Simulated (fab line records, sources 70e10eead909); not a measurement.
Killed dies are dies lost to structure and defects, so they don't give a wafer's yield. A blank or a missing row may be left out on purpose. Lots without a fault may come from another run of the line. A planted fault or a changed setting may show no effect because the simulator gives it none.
Chamber matching | flow nand_harc | NHARC_A_CHANNEL_HOLE_D1_DEP_01 on pecvd-01: 3 sister chambers
The step deposits SiON, target thk 140 nm. 6 wafers are shown with their chamber, then 7 later ones without.

WAFERS WITH THEIR CHAMBER
wafer  | chamber | heater_power_w (W)
L609.4 | 1       | 965
L610.2 | 0       | 612
L610.4 | 0       | 629
L610.6 | 2       | 804
L611.1 | 1       | 857
L611.3 | 2       | 787

WAFERS WITHOUT THEIR CHAMBER
wafer  | heater_power_w (W)
L611.6 | 850
L612.1 | 989
L612.2 | 870
L612.4 | 614
L615.3 | 706
L615.4 | 858
L615.5 | 743

WHICH CHAMBER EACH WENT THROUGH
wafer  | from the rows above     | in truth
L611.6 | can't be placed: 2 or 1 | 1
L612.1 | 1                       | 1
L612.2 | can't be placed: 1 or 2 | 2
L612.4 | 0                       | 0
L615.3 | can't be placed: 0 or 2 | 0
L615.4 | can't be placed: 1 or 2 | 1
L615.5 | can't be placed: 2 or 0 | 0
Placed correctly: 2 of 7. Can't be placed from these rows: 5 (the true chamber is among the candidates in 5). Placed wrongly: 0.
How it was worked out, from the rows above alone: a wafer's distance from a chamber is the root of the sum, over the readings, of the square of ((its reading less the chamber's mean) divided by the reading's scatter). The wafer belongs to the nearest chamber; if the next one is less than 2 further off, it can't be placed. A chamber's mean is the mean of its shown wafers. The scatter: the root of (the sum of the squares of (reading less its chamber's mean) over the shown wafers, divided by (wafers less chambers)).
